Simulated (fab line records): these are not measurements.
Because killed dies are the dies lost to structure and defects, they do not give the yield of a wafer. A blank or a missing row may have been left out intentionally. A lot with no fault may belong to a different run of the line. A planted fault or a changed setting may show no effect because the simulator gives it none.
fab line records ; flow nand_harc ; part 1 of 2: steps 1 to 26 of 37
[record] lots = 5; wafers = 15; last_day = 24
route steps=1159 shown A_STAIRCASE@650
lots that met no fault: taken from a fault-free run of the same line
start_h: the number of hours between the record's first day and the start of the first shown wafer of the lot ; wait_h: time in hours since the lot's previous step ; " unchanged from the row above ; L1.1+2: several wafers, shown together as one row ; - value missing, or start not given ; * or withheld: withheld ; < > ~ a bound
route shown NAME@n: NAME is a module with steps in the file, n the number in the route of the first one ; usual: the fault-free wafers' mean and standard deviation ; same: alike in all rows ; chamber/n: place in a boat ; sites: readings site by site ; _std_site: standard deviation of those values ; _edge_site: mean of outer sites minus mean of inner sites ; radius_mm: how far each site lies from the wafer's centre ; mask NAME#n: copy n ; behind: the last tool/chamber to shape the wafer ; hold: what put the lot on hold/how long, in hours/how the hold closed ; device: the transistor (n, p or np) that didn't switch ; end of line: the tests these same wafers got at the end of their route ; a step without rows: its recipe alone ; killed: at the first sort, the dies lost to defects and structure; wafer yield is something else ; map: a wafer's dies, x killed, . not, _ none there
set.NAME: the setting the step ran with; set.NAME@STEP: the setting that earlier step ran with ; model.NAME: the simulator's own value behind a step, which no gauge read
lots seen at some steps along the route; tables by step, rows by wafer
services: a tool's chamber out of use, with start hour (start_h, from the record's first day; less than 0 if before it), hours out, and reason
[[steps]]
[step NHARC_A_STAIRCASE_PRECLEAN_256]
[recipe] time_s = *; temp_c = 50; bath_age_min = 0; chemistry = SC1
[usual] sc1_h2o2_end_mol_l = 0.3699/0.0007
lot.wafer;tool;chamber;start_h;wait_h;sc1_h2o2_end_mol_l
L074.6;wet_bench-04;0;-;-;0.3700
L074.5;wet_bench-04;2;-;-;0.3691
L074.4;wet_bench-04;3;-;-;0.3695
L077.5;wet_bench-02;5;-;-;0.3699
L077.4;wet_bench-02;6;-;-;0.3705
L077.2;wet_bench-02;0;-;-;0.3707
L083.6;wet_bench-07;4;-;-;0.3711
L083.5;wet_bench-07;6;-;-;0.3705
L083.2;wet_bench-07;7;-;-;0.3688
L085.5;wet_bench-07;1;-;-;0.3713
L085.6;wet_bench-07;3;-;-;0.3705
L085.2;wet_bench-07;4;-;-;0.3702
L092.3;wet_bench-04;1;-;-;0.3712
L092.4;wet_bench-04;2;-;-;0.3693
L092.1;wet_bench-04;6;-;-;0.3701
[step NHARC_A_STAIRCASE_SRD_257]
lot.wafer;tool;chamber;start_h;wait_h
L074.6+5+4;wet_bench-04;0,2,3;-;-
L077.5+4+2;wet_bench-02;5,6,0;-;-
L083.6+5+2;wet_bench-07;4,6,7;-;-
L085.5+6+2;wet_bench-07;1,3,4;-;-
L092.3+4+1;wet_bench-04;1,2,6;-;-
[step NHARC_A_STAIRCASE_HM_DEP_456]
[recipe] target_thk_a = 15000; temp_c = 400; material = aC
[usual] susceptor_temp_C = 399.96/0.24; throttle_valve_pct = 35.001/0.0095
lot.wafer;tool;chamber;start_h;wait_h;susceptor_temp_C;throttle_valve_pct
L074.4;acl_dep-02;0;257.68;-;399.87;34.996
L074.5;acl_dep-02;0;257.68;-;399.63;34.995
L074.6;acl_dep-02;0;257.68;-;399.83;35.011
L077.2;acl_dep-02;0;265.35;-;-;34.993
L077.4;acl_dep-02;0;265.35;-;-;35.012
L077.5;acl_dep-02;0;265.35;-;-;35.007
L083.2;acl_dep-03;0;300.36;-;399.95;34.994
L083.5;acl_dep-03;0;300.36;-;400.18;35.007
L083.6;acl_dep-03;0;300.36;-;400.20;35.001
L085.2;acl_dep-02;0;328.80;-;-;35.006
L085.5;acl_dep-02;0;328.80;-;-;34.996
L085.6;acl_dep-02;0;328.80;-;-;35.024
L092.1;acl_dep-02;0;368.61;-;-;34.993
L092.3;acl_dep-02;0;368.61;-;-;34.999
L092.4;acl_dep-02;0;368.61;-;-;35.020
[step NHARC_A_STAIRCASE_DEP_259]
[recipe] target_thk_a = 300; target_thk_nm = 30; temp_c = 400; pressure_torr = 3.5; flow_sccm = 200; rf_w = 350; material = SiON
[usual] heater_power_w = 785/90; rf_fwd_power_W = 348.5/1.2; susceptor_temp_C = 399.99/0.21
lot.wafer;tool;chamber;start_h;wait_h;heater_power_w;rf_fwd_power_W;susceptor_temp_C
L074.4;pecvd-04;2;258.72;0.7;773;349.4;400.25
L074.5;pecvd-04;0;258.72;0.7;640;349.2;400.14
L074.6;pecvd-04;1;258.72;0.7;683;348.9;400.05
L077.2;pecvd-01;0;266.95;1.3;812;349.1;400.16
L077.5;pecvd-01;1;266.95;1.3;885;347.0;400.11
L077.4;pecvd-01;0;266.95;1.3;815;348.1;400.20
L083.2;pecvd-01;0;301.99;1.3;809;347.4;399.98
L083.6;pecvd-01;1;301.99;1.3;889;349.1;400.26
L083.5;pecvd-01;0;301.99;1.3;817;347.7;400.04
L085.2;pecvd-01;2;330.40;1.3;690;350.0;400.30
L085.6;pecvd-01;0;330.40;1.3;707;347.3;400.09
L085.5;pecvd-01;2;330.40;1.3;667;350.7;400.34
L092.3;pecvd-04;1;370.68;1.2;716;349.2;400.25
L092.1;pecvd-04;0;370.68;1.2;599;349.0;400.25
L092.4;pecvd-04;1;370.68;1.2;716;348.5;400.03
[step NHARC_A_STAIRCASE_DEHYDRATE_281]
[recipe] temp_c = 150; time_s = 120
lot.wafer;tool;chamber;start_h;wait_h
L074.4+5+6;litho_track-05;0;258.90;0.2
L077.2+4+5;litho_track-07;0;267.17;0.2
L083.2+5+6;litho_track-05;0;302.20;0.2
L085.2+5+6;litho_track-07;0;330.62;0.2
L092.1+3+4;litho_track-05;0;370.95;0.2
[step NHARC_A_STAIRCASE_HMDS_282]
[recipe] time_s = 30
lot.wafer;tool;chamber;start_h;wait_h
L074.4+5+6;litho_track-05;0;-;-
L077.2+4+5;litho_track-07;0;-;-
L083.2+5+6;litho_track-05;0;-;-
L085.2+5+6;litho_track-07;0;-;-
L092.1+3+4;litho_track-05;0;-;-
[step NHARC_A_STAIRCASE_COAT_283]
[recipe] spin_rpm = 1200
lot.wafer;tool;chamber;start_h;wait_h
L074.4+5+6;litho_track-05;0;-;-
L077.2+4+5;litho_track-07;0;-;-
L083.2+5+6;litho_track-05;0;-;-
L085.2+5+6;litho_track-07;0;-;-
L092.1+3+4;litho_track-05;0;-;-
[step NHARC_A_STAIRCASE_SOFTBAKE_284]
[recipe] temp_c = 135; time_s = 170
lot.wafer;tool;chamber;start_h;wait_h
L074.4+5+6;litho_track-05;0;-;-
L077.2+4+5;litho_track-07;0;-;-
L083.2+5+6;litho_track-05;0;-;-
L085.2+5+6;litho_track-07;0;-;-
L092.1+3+4;litho_track-05;0;-;-
[step NHARC_A_STAIRCASE_EBR_285]
lot.wafer;tool;chamber;start_h;wait_h
L074.4+5+6;litho_track-05;0;-;-
L077.2+4+5;litho_track-07;0;-;-
L083.2+5+6;litho_track-05;0;-;-
L085.2+5+6;litho_track-07;0;-;-
L092.1+3+4;litho_track-05;0;-;-
[step NHARC_A_STAIRCASE_EXPOSE_286]
[recipe] na = 0.5; dose_mj = 25.01; mask_id = CHOP_100
lot.wafer;tool;chamber;start_h;wait_h;mask
L074.4+5+6;krf_scanner-04;0;259.25;-;CHOP_100#0
L077.2+4+5;krf_scanner-01;0;267.38;-;CHOP_100#0
L083.2+5+6;krf_scanner-04;0;302.41;-;CHOP_100#0
L085.2+5+6;krf_scanner-04;0;330.84;-;CHOP_100#0
L092.1+3+4;krf_scanner-03;0;371.28;-;CHOP_100#0
[step NHARC_A_STAIRCASE_PEB_287]
[recipe] peb_temp_c = 115; peb_time_s = 130
lot.wafer;tool;chamber;start_h;wait_h
L074.4+5+6;litho_track-02;0;259.31;0.0
L077.2+4+5;litho_track-07;0;267.45;0.1
L083.2+5+6;litho_track-02;0;302.47;0.1
L085.2+5+6;litho_track-02;0;330.90;0.1
L092.1+3+4;litho_track-05;0;371.35;0.1
[step NHARC_A_STAIRCASE_DEVELOP_288]
[recipe] time_s = 140
lot.wafer;tool;chamber;start_h;wait_h
L074.4+5+6;litho_track-02;0;-;-
L077.2+4+5;litho_track-07;0;-;-
L083.2+5+6;litho_track-02;0;-;-
L085.2+5+6;litho_track-02;0;-;-
L092.1+3+4;litho_track-05;0;-;-
[step NHARC_A_STAIRCASE_HARDBAKE_290]
[recipe] temp_c = 120; time_s = 140
lot.wafer;tool;chamber;start_h;wait_h
L074.4+5+6;litho_track-05;0;259.54;-
L077.2+4+5;litho_track-07;0;267.68;-
L083.2+5+6;litho_track-05;0;302.70;-
L085.2+5+6;litho_track-05;0;331.13;-
L092.1+3+4;litho_track-05;0;371.57;-
[step NHARC_A_STAIRCASE_DESCUM_291]
[recipe] time_s = 3; o2_flow_sccm = 200; ar_flow_sccm = 0; bias_power_w = 0; chemistry = O2
[usual] drypump_motor_current_A = 5.7/0.36; oes_product_au = 0.995/0.0099; rf_vpp_V = 57.6/0.81; showerhead_plenum_p_Torr = 1.89/0.081; throttle_valve_pct = 11.311/0.0088
lot.wafer;tool;chamber;start_h;wait_h;drypump_motor_current_A;oes_product_au;rf_hours_counter_h;rf_vpp_V;showerhead_plenum_p_Torr;throttle_valve_pct
L074.4;rie_diel-05;3;259.62;-;5.4;0.976;27;57.4;1.96;11.288
L074.5;rie_diel-05;3;259.62;-;5.3;0.992;-;57.3;1.96;11.326
L074.6;rie_diel-05;0;259.62;-;6.3;1.008;-;57.6;1.92;11.318
L077.2;rie_diel-13;3;267.79;-;6.1;0.989;60;57.0;1.78;11.303
L077.4;rie_diel-13;0;267.79;-;5.6;0.995;58;57.7;1.91;11.304
L077.5;rie_diel-13;1;267.79;-;5.8;0.983;-;57.3;1.78;11.306
L083.2;rie_diel-13;1;302.81;-;5.8;0.996;5;57.9;1.78;11.316
L083.5;rie_diel-13;2;302.81;-;5.3;1.014;-;57.9;1.98;11.311
L083.6;rie_diel-13;3;302.81;-;6.1;0.998;-;55.9;1.77;11.321
L085.2;rie_diel-05;1;331.32;-;5.6;1.007;59;57.5;1.82;11.300
L085.6;rie_diel-05;0;331.32;-;6.3;0.999;-;58.0;1.91;11.324
L085.5;rie_diel-05;1;331.32;-;5.6;1.000;-;57.8;1.82;11.303
L092.4;rie_diel-02;0;371.67;-;5.6;0.988;16;58.7;1.95;11.328
L092.1;rie_diel-02;2;371.67;-;5.0;0.999;15;59.3;2.05;11.303
L092.3;rie_diel-02;3;371.67;-;6.3;0.993;5;58.5;2.07;11.313
[step NHARC_A_STAIRCASE_ETCH_292]
[recipe] cf4_flow_sccm = 100; chf3_flow_sccm = 30; ar_flow_sccm = 0; rf_w = 500; bias_w = 200; chemistry = CF4/CHF3
[usual] drypump_motor_current_A = 5.7/0.35; oes_product_au = 0.949/0.021; rf_fwd_power_W = 496.6/1.8; rf_vpp_V = 370.1/2.4; showerhead_plenum_p_Torr = 1.56/0.064; throttle_valve_pct = 16.803/0.0092
lot.wafer;tool;chamber;start_h;wait_h;drypump_motor_current_A;oes_product_au;rf_fwd_power_W;rf_hours_counter_h;rf_vpp_V;showerhead_plenum_p_Torr;throttle_valve_pct
L074.4;rie_diel-05;0;259.71;0.1;6.3;0.960;498.8;33;370.6;1.58;16.808
L074.5;rie_diel-05;0;259.71;0.1;6.3;0.965;498.5;-;370.3;1.58;16.806
L074.6;rie_diel-05;1;259.71;0.1;5.6;0.971;495.5;-;368.5;1.51;16.808
L077.4;rie_diel-13;1;267.97;0.2;5.8;0.924;500.4;57;366.1;1.47;16.815
L077.2;rie_diel-13;2;267.97;0.2;5.3;0.944;498.0;63;371.7;1.62;16.803
L077.5;rie_diel-13;1;267.97;0.2;5.8;0.922;499.3;-;367.8;1.47;16.824
L083.2;rie_diel-13;0;302.88;0.1;5.6;0.976;497.7;6;371.2;1.57;16.801
L083.6;rie_diel-13;3;302.88;0.1;6.1;0.956;498.8;-;367.4;1.47;16.796
L083.5;rie_diel-13;0;302.88;0.1;5.6;0.967;497.4;-;370.8;1.57;16.798
L085.2;rie_diel-05;1;331.40;0.1;5.6;0.956;496.1;59;369.7;1.50;16.797
L085.6;rie_diel-05;0;331.40;0.1;6.2;0.949;496.0;-;370.6;1.57;16.802
L085.5;rie_diel-05;1;331.40;0.1;5.6;0.971;496.4;-;367.5;1.50;16.811
L092.4;rie_diel-02;1;371.75;0.1;6.1;0.920;496.9;16;369.8;1.57;16.784
L092.1;rie_diel-02;2;371.75;0.1;5.0;0.938;491.8;15;373.6;1.68;16.790
L092.3;rie_diel-02;3;371.75;0.1;6.3;0.930;496.5;5;376.0;1.70;16.803
[step NHARC_A_STAIRCASE_HM_OPEN_460]
[recipe] o2_flow_sccm = 400; cos_flow_sccm = 20; ar_flow_sccm = 0; rf_w = 500; bias_w = 300; chemistry = O2/COS
[usual] drypump_motor_current_A = 5.7/0.34; oes_product_au = 0.995/0.011; rf_fwd_power_W = 499.1/1.5; rf_vpp_V = 466.6/2.9; showerhead_plenum_p_Torr = 3.09/0.13; throttle_valve_pct = 28.331/0.0087
lot.wafer;tool;chamber;start_h;wait_h;drypump_motor_current_A;oes_product_au;rf_fwd_power_W;rf_hours_counter_h;rf_vpp_V;showerhead_plenum_p_Torr;throttle_valve_pct
L074.4;rie_diel-05;3;-;-;5.4;0.978;497.4;27;468.4;3.20;28.327
L074.6;rie_diel-05;1;-;-;5.6;0.995;499.9;-;463.5;3.00;28.319
L074.5;rie_diel-05;2;-;-;5.7;0.983;500.3;-;467.3;3.20;28.326
L077.2;rie_diel-13;2;-;-;5.3;1.016;500.6;63;470.0;3.22;28.324
L077.4;rie_diel-13;0;-;-;5.6;1.013;502.9;58;467.7;3.12;28.315
L077.5;rie_diel-13;1;-;-;5.8;0.991;499.9;-;462.2;2.92;28.352
L083.2;rie_diel-13;0;-;-;5.6;1.003;497.1;6;467.6;3.12;28.312
L083.5;rie_diel-13;0;-;-;5.6;1.009;499.1;-;467.3;3.12;28.326
L083.6;rie_diel-13;1;-;-;5.8;0.992;497.0;-;461.8;2.92;28.332
L085.2;rie_diel-05;1;-;-;5.6;1.001;501.8;59;463.4;2.98;28.336
L085.5;rie_diel-05;2;-;-;5.7;0.990;498.9;-;467.9;3.19;28.338
L085.6;rie_diel-05;3;-;-;5.3;0.986;497.2;-;468.9;3.19;28.317
L092.1;rie_diel-02;0;-;-;5.6;1.004;499.4;16;467.9;3.18;28.335
L092.3;rie_diel-02;2;-;-;5.0;1.011;497.3;15;470.9;3.33;28.328
L092.4;rie_diel-02;3;-;-;6.3;1.016;498.0;5;471.6;3.37;28.334
[step NHARC_A_STAIRCASE_STRIP_461]
[recipe] o2_flow_sccm = 400; cos_flow_sccm = 20; ar_flow_sccm = 0; bias_w = 0; chemistry = O2/COS
lot.wafer;tool;chamber;start_h;wait_h
L074.4+6+5;rie_diel-05;0,1,2;-;-
L077.4+2+5;rie_diel-13;3,1,3;-;-
L083.2+6+5;rie_diel-13;1,1,2;-;-
L085.2+5+6;rie_diel-05;2,3,0;-;-
L092.4+1+3;rie_diel-02;1,2,3;-;-
[step NHARC_A_STAIRCASE_ETCH_452]
[recipe] target_depth_a = 300; overetch_a = 30; time_s = 16.5; ion_energy_ev = 100; cf4_flow_sccm = 80; o2_flow_sccm = 20; ar_flow_sccm = 0; rf_w = 300; bias_w = 100; chemistry = CF4/O2
[usual] drypump_motor_current_A = 5.7/0.34; oes_product_au = 0.994/0.011; rf_fwd_power_W = 293.7/1.4; rf_vpp_V = 197.5/1.4; showerhead_plenum_p_Torr = 1.32/0.057; throttle_valve_pct = 13.398/0.009
lot.wafer;tool;chamber;start_h;wait_h;drypump_motor_current_A;oes_product_au;rf_fwd_power_W;rf_hours_counter_h;rf_vpp_V;showerhead_plenum_p_Torr;throttle_valve_pct
L074.4;rie_diel-05;1;-;-;5.6;1.001;292.4;32;196.7;1.28;13.383
L074.6;rie_diel-05;0;-;-;6.3;1.012;294.1;-;198.9;1.34;13.404
L074.5;rie_diel-05;1;-;-;5.6;0.998;291.4;-;195.5;1.28;13.384
L077.4;rie_diel-13;2;-;-;5.3;1.006;296.6;63;198.3;1.38;13.396
L077.2;rie_diel-13;0;-;-;5.6;1.005;293.5;58;198.8;1.34;13.385
L077.5;rie_diel-13;2;-;-;5.3;0.991;297.5;-;199.7;1.38;13.397
L083.2;rie_diel-13;1;-;-;5.8;0.974;293.5;5;196.7;1.24;13.394
L083.6;rie_diel-13;1;-;-;5.8;0.989;294.1;-;195.8;1.25;13.399
L083.5;rie_diel-13;2;-;-;5.3;1.014;295.1;-;198.2;1.38;13.403
L085.2;rie_diel-05;3;-;-;5.3;0.983;290.7;53;197.3;1.36;13.385
L085.5;rie_diel-05;0;-;-;6.3;0.994;291.8;-;197.5;1.33;13.395
L085.6;rie_diel-05;1;-;-;5.6;0.999;292.3;-;195.5;1.27;13.408
L092.3;rie_diel-02;0;-;-;5.6;0.996;295.1;16;198.7;1.36;13.396
L092.1;rie_diel-02;1;-;-;6.1;0.999;296.2;16;197.5;1.34;13.402
L092.4;rie_diel-02;2;-;-;5.0;1.003;292.5;15;200.0;1.43;13.387
[step NHARC_A_STAIRCASE_ETCH_294]
[recipe] target_depth_a = 49920; time_s = 1212.4; ion_energy_ev = 800; c4f8_flow_sccm = 80; o2_flow_sccm = 60; ar_flow_sccm = withheld; rf_w = 600; bias_w = 3000; chemistry = C4F8/O2/Ar
[usual] oes_product_au = 0.931/0.013; rf_fwd_power_W = 599.5/1.7; rf_vpp_V = 1825/11
lot.wafer;tool;chamber;start_h;wait_h;oes_product_au;rf_fwd_power_W;rf_hours_counter_h;rf_vpp_V
L074.4;rie_diel-05;0;-;-;0.935;601.4;33;1829
L074.6;rie_diel-05;3;-;-;0.923;600.9;-;1833
L074.5;rie_diel-05;0;-;-;0.940;600.4;-;1828
L077.2;rie_diel-13;2;-;-;0.928;602.3;63;1835
L077.4;rie_diel-13;3;-;-;0.919;599.6;61;1808
L077.5;rie_diel-13;1;-;-;0.908;597.7;-;1809
L083.2;rie_diel-13;0;-;-;0.941;597.8;6;1826
L083.5;rie_diel-13;0;-;-;0.930;598.9;-;1827
L083.6;rie_diel-13;1;-;-;0.928;600.6;-;1811
L085.2;rie_diel-05;0;-;-;0.946;600.1;63;1826
L085.5;rie_diel-05;2;-;-;0.934;598.3;-;1833
L085.6;rie_diel-05;3;-;-;0.936;600.1;-;1831
L092.1;rie_diel-02;0;-;-;0.924;597.2;16;1832
L092.3;rie_diel-02;2;-;-;0.935;599.0;15;1844
L092.4;rie_diel-02;3;-;-;0.926;598.4;6;1847
[step NHARC_A_STAIRCASE_STRIP_295]
[recipe] o2_flow_sccm = 500; ar_flow_sccm = 0; bias_w = 0; chemistry = O2
[usual] drypump_motor_current_A = 5.7/0.35; oes_product_au = 0.995/0.01; rf_vpp_V = 57.7/0.86; showerhead_plenum_p_Torr = 3.50/0.15; throttle_valve_pct = 17.035/0.0093
lot.wafer;tool;chamber;start_h;wait_h;drypump_motor_current_A;oes_product_au;rf_hours_counter_h;rf_vpp_V;showerhead_plenum_p_Torr;throttle_valve_pct
L074.4;rie_diel-05;3;-;-;5.3;0.977;28;56.3;3.62;17.027
L074.5;rie_diel-05;1;-;-;5.6;0.993;-;57.1;3.39;17.045
L074.6;rie_diel-05;2;-;-;5.7;0.973;-;57.8;3.61;17.042
L077.4;rie_diel-13;1;-;-;5.8;0.982;59;58.1;3.30;17.045
L077.2;rie_diel-13;0;-;-;5.6;0.997;59;58.3;3.53;17.038
L077.5;rie_diel-13;2;-;-;5.3;1.001;-;56.3;3.64;17.057
L083.2;rie_diel-13;2;-;-;5.3;1.000;6;57.9;3.64;17.036
L083.5;rie_diel-13;0;-;-;5.6;0.992;-;59.0;3.53;17.026
L083.6;rie_diel-13;1;-;-;5.8;0.994;-;56.1;3.30;17.039
L085.2;rie_diel-05;2;-;-;5.6;0.990;50;58.1;3.60;17.032
L085.6;rie_diel-05;0;-;-;6.3;0.999;-;57.4;3.53;17.034
L085.5;rie_diel-05;1;-;-;5.6;0.992;-;56.4;3.37;17.050
L092.1;rie_diel-02;0;-;-;5.6;0.994;17;58.6;3.59;17.041
L092.4;rie_diel-02;1;-;-;6.1;0.992;17;57.8;3.53;17.033
L092.3;rie_diel-02;2;-;-;5.0;1.009;16;58.2;3.76;17.037
[step NHARC_A_STAIRCASE_STRIP_296]
[recipe] time_s = 900; temp_c = 130; chemistry = SPM
lot.wafer;tool;chamber;start_h;wait_h
L074.6+5+4;wet_bench-02;5,6,0;261.35;-
L077.5+4+2;wet_bench-02;1,3,4;269.73;-
L083.5+2+6;wet_bench-07;2,3,6;304.51;-
L085.6+2+5;wet_bench-02;4,5,6;333.03;-
L092.1+4+3;wet_bench-02;5,6,7;373.48;-
[step NHARC_A_STAIRCASE_PRECLEAN_297]
[recipe] time_s = *; temp_c = 50; bath_age_min = 0; chemistry = SC1
[usual] sc1_h2o2_end_mol_l = 0.3698/0.00065
lot.wafer;tool;chamber;start_h;wait_h;sc1_h2o2_end_mol_l
L074.6;wet_bench-02;5;-;-;0.3693
L074.5;wet_bench-02;6;-;-;0.3694
L074.4;wet_bench-02;0;-;-;0.3699
L077.5;wet_bench-02;1;-;-;0.3703
L077.4;wet_bench-02;3;-;-;0.3697
L077.2;wet_bench-02;4;-;-;0.3702
L083.5;wet_bench-07;2;-;-;0.3703
L083.2;wet_bench-07;3;-;-;0.3708
L083.6;wet_bench-07;6;-;-;0.3687
L085.6;wet_bench-02;4;-;-;0.3698
L085.2;wet_bench-02;5;-;-;0.3709
L085.5;wet_bench-02;6;-;-;0.3698
L092.1;wet_bench-02;5;-;-;0.3696
L092.4;wet_bench-02;6;-;-;0.3695
L092.3;wet_bench-02;7;-;-;0.3688
[step NHARC_A_STAIRCASE_SRD_298]
lot.wafer;tool;chamber;start_h;wait_h
L074.6+5+4;wet_bench-02;5,6,0;-;-
L077.5+4+2;wet_bench-02;1,3,4;-;-
L083.5+2+6;wet_bench-07;2,3,6;-;-
L085.6+2+5;wet_bench-02;4,5,6;-;-
L092.1+4+3;wet_bench-02;5,6,7;-;-
[step NHARC_A_STAIRCASE_HM_DEP_462]
[recipe] target_thk_a = 8000; temp_c = 400; material = aC
[usual] susceptor_temp_C = 400.00/0.19; throttle_valve_pct = 35.001/0.0098
lot.wafer;tool;chamber;start_h;wait_h;susceptor_temp_C;throttle_valve_pct
L074.4;acl_dep-01;0;262.78;1.0;400.13;34.994
L074.5;acl_dep-01;0;262.78;1.0;400.12;34.985
L074.6;acl_dep-01;0;262.78;1.0;400.25;34.997
L077.2;acl_dep-01;0;270.56;0.4;400.08;35.013
L077.4;acl_dep-01;0;270.56;0.4;400.22;35.008
L077.5;acl_dep-01;0;270.56;0.4;399.88;35.013
L083.2;acl_dep-02;0;306.96;2.0;-;34.997
L083.5;acl_dep-02;0;306.96;2.0;-;34.991
L083.6;acl_dep-02;0;306.96;2.0;-;35.006
L085.2;acl_dep-03;0;336.07;2.6;-;35.011
L085.5;acl_dep-03;0;336.07;2.6;-;35.006
L085.6;acl_dep-03;0;336.07;2.6;-;34.997
L092.1;acl_dep-03;0;376.25;2.3;-;34.992
L092.3;acl_dep-03;0;376.25;2.3;-;34.999
L092.4;acl_dep-03;0;376.25;2.3;-;35.000
[step NHARC_A_STAIRCASE_DEP_301]
[recipe] target_thk_a = 300; target_thk_nm = 30; temp_c = 400; pressure_torr = 3.5; flow_sccm = 200; rf_w = 350; material = SiON
[usual] heater_power_w = 785/100; rf_fwd_power_W = 348.3/1.1; susceptor_temp_C = 400.01/0.23
lot.wafer;tool;chamber;start_h;wait_h;heater_power_w;rf_fwd_power_W;susceptor_temp_C
L074.5;pecvd-04;1;263.81;0.4;717;348.8;400.41
L074.4;pecvd-04;2;263.81;0.4;857;348.8;399.59
L074.6;pecvd-04;0;263.81;0.4;581;348.7;399.93
L077.2;pecvd-02;0;272.12;1.2;993;346.7;400.22
L077.4;pecvd-02;0;272.12;1.2;1029;347.2;400.36
L077.5;pecvd-02;1;272.12;1.2;818;347.0;400.01
L083.2;pecvd-04;1;308.53;1.3;733;348.9;400.20
L083.6;pecvd-04;0;308.53;1.3;637;349.1;399.98
L083.5;pecvd-04;1;308.53;1.3;758;349.7;399.90
L085.2;pecvd-04;0;337.68;1.3;631;346.9;399.71
L085.5;pecvd-04;2;337.68;1.3;834;347.8;400.05
L085.6;pecvd-04;0;337.68;1.3;643;349.0;399.87
L092.1;pecvd-01;1;378.15;1.6;854;348.1;400.06
L092.4;pecvd-01;2;378.15;1.6;683;348.2;399.98
L092.3;pecvd-01;1;378.15;1.6;841;348.7;400.24
[step NHARC_A_STAIRCASE_DEHYDRATE_302]
[recipe] temp_c = 150; time_s = 120
lot.wafer;tool;chamber;start_h;wait_h
L074.4+5+6;litho_track-05;0;263.99;0.1
L077.2+4+5;litho_track-02;0;272.39;0.2
L083.2+5+6;litho_track-07;0;308.77;0.2
L085.2+5+6;litho_track-05;0;337.90;0.2
L092.1+3+4;litho_track-02;0;378.47;0.3
